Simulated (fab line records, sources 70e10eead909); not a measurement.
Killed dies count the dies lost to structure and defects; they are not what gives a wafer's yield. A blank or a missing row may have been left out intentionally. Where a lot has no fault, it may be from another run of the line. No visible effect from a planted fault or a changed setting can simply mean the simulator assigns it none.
Chamber matching    flow nand_harc    NHARC_A_M1_PRE_CLEAN_32 on pecvd-02 has 3 sister chambers
The step time 12 s. 3 wafers are shown with their chamber, then 12 later ones without.

== WAFERS WITH THEIR CHAMBER ==
wafer   chamber  heater_power_w (W)
L087.1  1        585
L087.2  2        725
L087.5  0        545

== WAFERS WITH NO CHAMBER GIVEN ==
wafer   heater_power_w (W)
L089.1  701
L089.3  704
L089.4  624
L090.2  540
L090.4  541
L090.5  643
L090.1  607
L090.3  637
L090.6  602
L095.1  617
L095.2  741
L095.3  605

== THE CHAMBER EACH PASSED THROUGH ==
wafer   from the rows above           in truth
L089.1  2                             2
L089.3  2                             2
L089.4  can't be placed: 1 or 0       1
L090.2  can't be placed: 0 or 1       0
L090.4  can't be placed: 0 or 1       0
L090.5  can't be placed: 1 or 2 or 0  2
L090.1  can't be placed: 1 or 0       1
L090.3  can't be placed: 1 or 2 or 0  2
L090.6  can't be placed: 1 or 0       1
L095.1  can't be placed: 1 or 0       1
L095.2  2                             2
L095.3  can't be placed: 1 or 0       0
Placed correctly: 3 of 12. Can't be placed from these rows: 9 (the true chamber is among the candidates in 9). Wrongly placed: 0.
How it was worked out, from the rows above alone: a wafer's distance from a chamber is the root of the sum, over the readings, of the square of ((its reading less the chamber's mean) divided by the reading's scatter). If the next closest chamber is less than 2 further off than the closest, the wafer can't be placed; otherwise it belongs to the closest. For every chamber, the mean is computed from those of its wafers that are shown. The scatter: with one shown wafer a chamber, the root of the mean of the squares of how far each hidden wafer lies from its nearest shown one.
